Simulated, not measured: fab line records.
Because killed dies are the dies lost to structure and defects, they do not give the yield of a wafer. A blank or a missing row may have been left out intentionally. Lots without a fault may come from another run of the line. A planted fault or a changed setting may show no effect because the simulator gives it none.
Which tool is to blame? | flow nand_harc | 12 lots, 36 wafers sampled, at 4 steps of a route of 1302

WHAT EACH GAUGE READ, for each wafer
The record lacks any reading of a measuring or inspecting step that a usual standard deviation could be used to judge.

TOOL THAT RAN EACH LOT (tool first, then ch and the chambers of the sampled wafers, then the start)
lot  | NHARC_A_CHANNEL_FILL_D2_ALD_16   | NHARC_A_CHANNEL_FILL_D2_ETCHBACK_20 | NHARC_A_CHANNEL_FILL_D2_STRIP_29              | NHARC_A_CHANNEL_FILL_D2_RTA_24
L634 | ald_hk-02 ch 0,1,2, day 13 22:43 | rie_diel-08 ch 0,2,3, day 14 12:42  | rie_diel-08 ch 1,2,3, day 15 11:47 or earlier | rtp_anneal-01 ch 0, day 15 11:47
L633 | ald_hk-03 ch 0,2,3, day 14 03:20 | rie_diel-04 ch 1,2,3, day 14 12:36  | rie_diel-05 ch 0,1,3, day 15 15:29 or earlier | rtp_anneal-01 ch 0, day 15 15:29
L637 | ald_hk-03 ch 0,1, day 15 16:02   | rie_diel-08 ch 0,1, day 16 01:16    | rie_diel-05 ch 0,1,2, day 17 03:13 or earlier | rtp_anneal-01 ch 0, day 17 03:13
L638 | ald_hk-03 ch 0,2,3, day 15 19:13 | rie_diel-05 ch 0,1,3, day 16 07:17  | rie_diel-08 ch 2,3, day 17 06:54 or earlier   | rtp_anneal-01 ch 0, day 17 06:54
L639 | ald_hk-03 ch 0,1,2, day 16 16:11 | rie_diel-04 ch 0,1, day 17 03:31    | rie_diel-05 ch 0,1, day 18 02:25 or earlier   | rtp_anneal-02 ch 0, day 18 02:25
L643 | ald_hk-02 ch 0,1,2, day 17 18:36 | rie_diel-08 ch 0,2,3, day 18 06:49  | rie_diel-05 ch 0,2,3, day 19 06:34 or earlier | rtp_anneal-02 ch 0, day 19 06:34
L649 | ald_hk-03 ch 1,2, day 20 21:08   | rie_diel-04 ch 0,2, day 21 09:12    | rie_diel-08 ch 0,1,3, day 22 08:51 or earlier | rtp_anneal-02 ch 0, day 22 08:51
L651 | ald_hk-04 ch 0,3, day 21 15:39   | rie_diel-05 ch 0,3, day 22 04:23    | rie_diel-08 ch 2,3, day 23 04:08 or earlier   | rtp_anneal-02 ch 0, day 23 04:08
L652 | ald_hk-02 ch 0,1,2, day 22 03:26 | rie_diel-08 ch 0,1,2, day 22 18:19  | rie_diel-05 ch 1,2,3, day 23 19:27 or earlier | rtp_anneal-02 ch 0, day 23 19:27
L655 | ald_hk-04 ch 1,2, day 22 16:43   | rie_diel-08 ch 0,1, day 23 04:41    | rie_diel-04 ch 1,2,3, day 24 04:37 or earlier | rtp_anneal-02 ch 0, day 24 04:37
L653 | ald_hk-04 ch 0,1,2, day 22 19:56 | rie_diel-05 ch 0,1,3, day 23 08:44  | rie_diel-08 ch 0,2,3, day 24 08:17 or earlier | rtp_anneal-01 ch 0, day 24 08:17
L656 | ald_hk-04 ch 0,2,3, day 23 11:50 | rie_diel-05 ch 0,1,2, day 23 23:51  | rie_diel-08 ch 0,2,3, day 24 23:04 or earlier | rtp_anneal-01 ch 0, day 24 23:04
- NHARC_A_CHANNEL_FILL_D2_ALD_16: deposits SiO2, target thk 1.5 nm, pulse time 10 s, ald cycles 15.
- NHARC_A_CHANNEL_FILL_D2_ETCHBACK_20: etches the open film in C4F8/O2/Ar, target depth 27 nm, time 13.5 s.
- NHARC_A_CHANNEL_FILL_D2_STRIP_29: strips in O2, time 20 s.
- NHARC_A_CHANNEL_FILL_D2_RTA_24: time 5 s.

WHAT THE TOOLS THEMSELVES READ (means of the sampled wafers that have a number; where no wafer has one, the mark that the record gives instead)
NHARC_A_CHANNEL_FILL_D2_ALD_16.
lot  | tool      | heater_power_outer_w (W) | heater_power_w (W) | precursor_pulse_height_rel
L634 | ald_hk-02 | 265                      | 461                | 1.009
L633 | ald_hk-03 | 252                      | 465                | 1.002
L637 | ald_hk-03 | 280                      | 507                | 0.995
L638 | ald_hk-03 | 254                      | 467                | 1.008
L639 | ald_hk-03 | 273                      | 476                | 1.001
L643 | ald_hk-02 | 252                      | 442                | 1.003
L649 | ald_hk-03 | 293                      | 526                | 1.019
L651 | ald_hk-04 | 267                      | 471                | 1.006
L652 | ald_hk-02 | 253                      | 443                | 1.004
L655 | ald_hk-04 | 311                      | 536                | 0.996
L653 | ald_hk-04 | 303                      | 534                | 1.001
L656 | ald_hk-04 | 280                      | 517                | 0.992

NHARC_A_CHANNEL_FILL_D2_ETCHBACK_20.
lot  | tool        | chamber_pressure_mTorr (mTorr) | oes_product_au (a.u.) | rf_fwd_power_W (W) | rf_vpp_V (V)
L634 | rie_diel-08 | 24.98                          | 0.966                 | 585.3              | 980
L633 | rie_diel-04 | 25.03                          | 1.008                 | 584.3              | 979
L637 | rie_diel-08 | 24.98                          | 0.994                 | 587.5              | 974
L638 | rie_diel-05 | 24.99                          | 0.955                 | 586.7              | 977
L639 | rie_diel-04 | 24.99                          | 1.004                 | 588.5              | 979
L643 | rie_diel-08 | 25.00                          | 1.074                 | 667.2              | 980
L649 | rie_diel-04 | 24.97                          | 0.997                 | 585.1              | 985
L651 | rie_diel-05 | 24.99                          | 1.004                 | 588.2              | 983
L652 | rie_diel-08 | 25.01                          | 0.986                 | 586.1              | 979
L655 | rie_diel-08 | 25.01                          | 0.946                 | 588.9              | 973
L653 | rie_diel-05 | 25.02                          | 1.005                 | 587.8              | 977
L656 | rie_diel-05 | 25.00                          | 0.997                 | 590.0              | 980

NHARC_A_CHANNEL_FILL_D2_STRIP_29.
lot  | tool        | chamber_pressure_mTorr (mTorr) | drypump_motor_current_A (A) | oes_product_au (a.u.) | rf_vpp_V (V) | showerhead_plenum_p_Torr (Torr) | throttle_valve_pct (%)
L634 | rie_diel-08 | 59.97                          | 5.9                         | 1.002                 | 59.1         | 3.54                            | 17.036
L633 | rie_diel-05 | 60.00                          | 5.4                         | 1.001                 | 57.8         | 3.50                            | 17.035
L637 | rie_diel-05 | 60.07                          | 5.8                         | 0.999                 | 58.8         | 3.58                            | 17.033
L638 | rie_diel-08 | 59.99                          | 6.1                         | 1.000                 | 56.9         | 3.58                            | 17.038
L639 | rie_diel-05 | 59.98                          | 5.6                         | 1.006                 | 57.8         | 3.50                            | 17.030
L643 | rie_diel-05 | 60.00                          | 5.7                         | 0.999                 | 57.8         | 3.58                            | 17.035
L649 | rie_diel-08 | 60.03                          | 5.9                         | 0.988                 | 57.3         | 3.44                            | 17.035
L651 | rie_diel-08 | 59.99                          | 5.9                         | 0.985                 | 57.5         | 3.66                            | 17.042
L652 | rie_diel-05 | 59.99                          | 5.4                         | 1.008                 | 56.9         | 3.44                            | 17.041
L655 | rie_diel-04 | 60.02                          | 5.8                         | 1.005                 | 57.8         | 3.53                            | 17.040
L653 | rie_diel-08 | 60.05                          | 5.9                         | 0.998                 | 57.8         | 3.56                            | 17.040
L656 | rie_diel-08 | 60.01                          | 5.9                         | 1.000                 | 57.8         | 3.56                            | 17.044

NHARC_A_CHANNEL_FILL_D2_RTA_24.
lot  | tool          | lamp_power_pct (%) | lamp_zone_2_pct (%) | wafer_temp_C_max
L634 | rtp_anneal-01 | 30.8               | 30.8                | 1004.1
L633 | rtp_anneal-01 | 30.7               | 30.7                | 1003.3
L637 | rtp_anneal-01 | 30.7               | 30.7                | 1003.5
L638 | rtp_anneal-01 | 30.8               | 30.8                | 1003.9
L639 | rtp_anneal-02 | 27.3               | 27.3                | 1006.0
L643 | rtp_anneal-02 | 27.3               | 27.3                | 1007.5
L649 | rtp_anneal-02 | 27.3               | 27.3                | 1006.8
L651 | rtp_anneal-02 | 27.3               | 27.3                | 1004.5
L652 | rtp_anneal-02 | 27.3               | 27.3                | 1006.3
L655 | rtp_anneal-02 | 27.3               | 27.3                | 1004.7
L653 | rtp_anneal-01 | 30.7               | 30.8                | 1003.9
L656 | rtp_anneal-01 | 30.7               | 30.8                | 1003.8

THE ANSWER, worked out from the rows above alone
Rule: usual is defined by the lots themselves. Put in order of their means at a reading, lots are off if they are a third of the lots or fewer, leave a main group of 4 or more, and stand apart from it by a gap of 3 or more times the standard deviation of the main group's means; of several such gaps the widest counts. Not used: any main group whose means are identical at the precision the tables above print for the reading. A lot without any number at a reading at which 4 lots or more have one is off too. The other lots that the step has rows for count as sound. The gauges are gone through in route order, then the tools' own readings, and for those a lot's mean is taken as printed above. At the first step where some lot is off, the reading lying furthest off is the one used; lots without a number count as furthest.
Off: L643 (NHARC_A_CHANNEL_FILL_D2_ETCHBACK_20, rf_fwd_power_W). Mean 587.1 W and standard deviation 1.7 in the main group.
If a tool, at that step or one of the process steps before it, ran each lot that is off and ran no sound lot following the first of them, it fits. Not one of the candidates tried fits.

WHAT WAS PUT IN BY THE SIMULATOR
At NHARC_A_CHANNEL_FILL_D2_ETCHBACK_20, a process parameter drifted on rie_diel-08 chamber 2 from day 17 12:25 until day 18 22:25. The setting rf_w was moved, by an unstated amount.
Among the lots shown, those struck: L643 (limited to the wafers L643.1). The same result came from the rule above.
